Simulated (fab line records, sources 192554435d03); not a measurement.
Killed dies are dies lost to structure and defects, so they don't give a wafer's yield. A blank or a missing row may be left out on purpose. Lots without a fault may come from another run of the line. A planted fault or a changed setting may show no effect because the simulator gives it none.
Split-lot experiment | flow n5_finfet | 7 lots, 21 wafers read, on a route of 1938 steps

THE SPLIT
At N5_BEOL_M14_ILD_DEP_00 (deposits SiO2 from TEOS/O2, target thk 1119.3 nm, time 237.4 s), the setting time_s was moved away from the recipe's 237.4 s on 5 of the 21 wafers read, by -7.1% to +6.0%. The other wafers ran this setting at the recipe's value.

The file shows no step between the split and the reading.

THE READING
M14_ILD_THK, in nm, at N5_BEOL_M14_THK_MEAS_01. Fault-free wafers of this fab line usually give 1114 nm, standard deviation 15 nm.

wafer  | tool, chamber at the split | time_s as run, s | against the recipe | M14_ILD_THK, nm | against lot-mates on the recipe
L077.3 | pecvd-04, 1                | 237.4            | recipe             | 1107            | -
L077.5 | pecvd-04, 2                | 237.4            | recipe             | 1135            | -
L077.6 | pecvd-04, 1                | 237.4            | recipe             | 1119            | -
L081.3 | pecvd-04, 1                | 237.4            | recipe             | 1111            | -
L081.4 | pecvd-04, 1                | 237.4            | recipe             | 1128            | -
L081.5 | pecvd-04, 0                | 228.3            | -3.8%              | 1080            | -40
L084.1 | pecvd-03, 2                | 237.4            | recipe             | 1086            | -
L084.2 | pecvd-03, 0                | 237.4            | recipe             | 1093            | -
L084.3 | pecvd-03, 1                | 227.8            | -4.0%              | 1037            | -52
L085.2 | pecvd-03, 0                | 237.4            | recipe             | 1090            | -
L085.3 | pecvd-03, 2                | 237.4            | recipe             | 1103            | -
L085.5 | pecvd-03, 1                | 237.4            | recipe             | 1131            | -
L091.1 | pecvd-03, 0                | 237.4            | recipe             | 1106            | -
L091.4 | pecvd-03, 1                | 237.4            | recipe             | 1121            | -
L091.6 | pecvd-03, 0                | 237.4            | recipe             | 1111            | -
L089.1 | pecvd-01, 0                | 237.4            | recipe             | 1104            | -
L089.4 | pecvd-01, 2                | 237.4            | recipe             | 1133            | -
L089.5 | pecvd-01, 0                | 251.7            | +6.0%              | 1205            | +86
L094.2 | pecvd-03, 0                | 220.6            | -7.1%              | 1010            | -120
L094.4 | pecvd-03, 2                | 237.4            | recipe             | 1130            | -
L094.6 | pecvd-03, 1                | 220.6            | -7.1%              | 1035            | -95

THE FIT
A straight line over all 21 wafers: M14_ILD_THK changes by +13.6 nm for each +1% of time_s; r = +0.92; the points scatter about the line by 16 nm.
The same after taking each lot's own level away (the mean of its wafers on the recipe; 21 wafers): +14.4 nm for each +1%; r = +0.96; scatter 12 nm.
On that fit, the largest move of time_s shifts the reading by 1e+02 nm.
The lots' own levels span 1089.5 to 1130.0 nm, that is 2.7 times the standard deviation above.
So the lot-to-lot level changes the slope little: the two slopes agree.
Check: with one of the wafers moved furthest among these (-7.1%) left out of the fit, the line predicts -93.4 nm for it against its lot-mates. It came out at -120 nm against them.

OTHER SPLITS ON THESE WAFERS
These wafers also went through other splits before the reading. Each is held against what the fit with the lots' levels taken away leaves over:
other split on the same wafers | wafers away from the commonest value | r with M14_ILD_THK (lot level and that fit taken away)
N5_BEOL_M13_SPUTTER_43 time_s  | 8                                    | -0.05

THE WHOLE CHAIN: every reading that the file lists as answering this split, in the file's order
step                    | what it does                                                   | reading                                                                             | change (the file's fit)            | r (the file's)
N5_BEOL_M14_ILD_DEP_00  | deposits SiO2 from TEOS/O2, target thk 1119.3 nm, time 237.4 s | SiO2_of_BEOL_M14_ILD_DEP_00.thk_nm (the simulator's own value, which no gauge read) | +14 nm for each +1% of the setting | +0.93
N5_BEOL_M14_THK_MEAS_01 |                                                                | M14_ILD_THK                                                                         | +14.1 for each +1% of the setting  | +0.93
N5_BEOL_M14_VIA_ETCH_16 | etches SiO2 in C4F8/O2/Ar, target depth 1231.3 nm              | etch.depth_nm (the simulator's own value, which no gauge read)                      | +14 nm for each +1% of the setting | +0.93

THE FILE'S OWN FIT
M14_ILD_THK changes by +14.1 nm for each +1% of time_s, r = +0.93.
